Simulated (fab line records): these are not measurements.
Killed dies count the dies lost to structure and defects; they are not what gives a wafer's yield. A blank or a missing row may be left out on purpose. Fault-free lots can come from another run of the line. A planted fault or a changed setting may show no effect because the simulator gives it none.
Chamber matching + flow n5Finfet + 4 sister chambers for N5_MIM_TOP_LITHO_DESCUM_10 on rieDiel-05
The step chemistry O2, time 7.9 s. 16 wafers are shown with their chamber, then 8 later ones without.

## WAFERS PAIRED WITH THEIR CHAMBERS
| wafer  | chamber | showerheadPlenumPTorr (Torr) | throttleValvePct (%) | oesProductAu (a.u.) |
|--------|---------|------------------------------|----------------------|---------------------|
| L076.2 | 3       | 2.23                         | 20.53                | 0.79                |
| L076.5 | 2       | 2.08                         | 20.17                | 0.78                |
| L076.6 | 1       | 2.20                         | 20.65                | 0.81                |
| L075.1 | 1       | 2.20                         | 20.67                | 0.81                |
| L075.4 | 2       | 2.08                         | 20.16                | 0.78                |
| L075.5 | 2       | 2.08                         | 20.18                | 0.78                |
| L077.2 | 0       | 2.19                         | 20.20                | 0.73                |
| L077.3 | 1       | 2.20                         | 20.67                | 0.81                |
| L077.6 | 3       | 2.22                         | 20.52                | 0.78                |
| L078.1 | 2       | 2.08                         | 20.17                | 0.78                |
| L078.4 | 1       | 2.20                         | 20.65                | 0.81                |
| L078.6 | 1       | 2.20                         | 20.66                | 0.81                |
| L087.1 | 0       | 2.18                         | 20.24                | 0.71                |
| L087.2 | 3       | 2.22                         | 20.55                | 0.76                |
| L087.6 | 2       | 2.07                         | 20.21                | 0.75                |
| L090.2 | 3       | 2.22                         | 20.55                | 0.76                |

SIGNATURES, as means of the wafers listed above
| reading               | chamber 0 | chamber 1 | chamber 2 | chamber 3 | scatter within a chamber |
|-----------------------|-----------|-----------|-----------|-----------|--------------------------|
| showerheadPlenumPTorr | 2.1850    | 2.2000    | 2.0780    | 2.2225    | 0.00413                  |
| throttleValvePct      | 20.2200   | 20.6600   | 20.1780   | 20.5375   | 0.0167                   |
| oesProductAu          | 0.7200    | 0.8100    | 0.7740    | 0.7725    | 0.0115                   |
Rule: a wafer's distance from a chamber is the root of the sum, over the readings, of the square of ((its reading less the chamber's mean) divided by the reading's scatter). If the next closest chamber is less than 2 further off than the closest, the wafer can't be placed; otherwise it belongs to the closest. The scatter is the square root of a quotient: the sum, over the shown wafers, of each reading's squared deviation from its chamber's mean, divided by wafers minus chambers.

## WAFERS WHOSE CHAMBER IS MISSING
| wafer  | showerheadPlenumPTorr (Torr) | throttleValvePct (%) | oesProductAu (a.u.) |
|--------|------------------------------|----------------------|---------------------|
| L090.3 | 2.07                         | 20.20                | 0.76                |
| L090.6 | 2.07                         | 20.20                | 0.76                |
| L088.1 | 2.18                         | 20.23                | 0.72                |
| L088.5 | 2.19                         | 20.70                | 0.78                |
| L088.6 | 2.07                         | 20.22                | 0.75                |
| L097.2 | 2.19                         | 20.74                | 0.78                |
| L097.3 | 2.21                         | 20.58                | 0.74                |
| L097.6 | 2.06                         | 20.22                | 0.74                |

## EACH ONE'S CHAMBER
| wafer  | from the rows above | in truth |
|--------|---------------------|----------|
| L090.3 | 2                   | 2        |
| L090.6 | 2                   | 2        |
| L088.1 | 0                   | 0        |
| L088.5 | 1                   | 1        |
| L088.6 | 2                   | 2        |
| L097.2 | 1                   | 1        |
| L097.3 | 3                   | 3        |
| L097.6 | 2                   | 2        |
Placed correctly: 8 of 8. Number that these rows cannot place: 0. 0 placed wrongly.
